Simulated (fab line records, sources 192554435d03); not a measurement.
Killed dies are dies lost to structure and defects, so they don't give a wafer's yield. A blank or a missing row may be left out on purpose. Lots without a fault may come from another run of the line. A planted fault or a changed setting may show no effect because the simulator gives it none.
Chamber matching | flow n5_finfet | N5_BEOL_M3_ETCHBACK_99 on rie_diel-04: 4 sister chambers
The step etches SiO2 in CHF3, target depth 5 nm, time 10.4 s. 4 wafers are shown with their chamber, then 7 later ones without.

WAFERS WITH THEIR CHAMBER
wafer  | chamber | showerhead_plenum_p_Torr (Torr)
L079.3 | 1       | 2.24
L078.5 | 2       | 2.13
L087.3 | 3       | 2.02
L087.4 | 0       | 2.14

WAFERS WITHOUT THEIR CHAMBER
wafer  | showerhead_plenum_p_Torr (Torr)
L087.5 | 2.02
L089.1 | 2.13
L089.3 | 2.14
L089.5 | 2.13
L095.4 | 2.23
L095.5 | 2.23
L095.6 | 2.13

WHICH CHAMBER EACH WENT THROUGH
wafer  | from the rows above     | in truth
L087.5 | 3                       | 3
L089.1 | can't be placed: 2 or 0 | 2
L089.3 | can't be placed: 0 or 2 | 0
L089.5 | can't be placed: 2 or 0 | 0
L095.4 | 1                       | 1
L095.5 | 1                       | 1
L095.6 | can't be placed: 2 or 0 | 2
Placed correctly: 3 of 7. Can't be placed from these rows: 4 (the true chamber is among the candidates in 4). Placed wrongly: 0.
How it was worked out, from the rows above alone: a wafer's distance from a chamber is the root of the sum, over the readings, of the square of ((its reading less the chamber's mean) divided by the reading's scatter). The wafer belongs to the nearest chamber; if the next one is less than 2 further off, it can't be placed. A chamber's mean is the mean of its shown wafers. The scatter: with one shown wafer a chamber, the root of the mean of the squares of how far each hidden wafer lies from its nearest shown one.
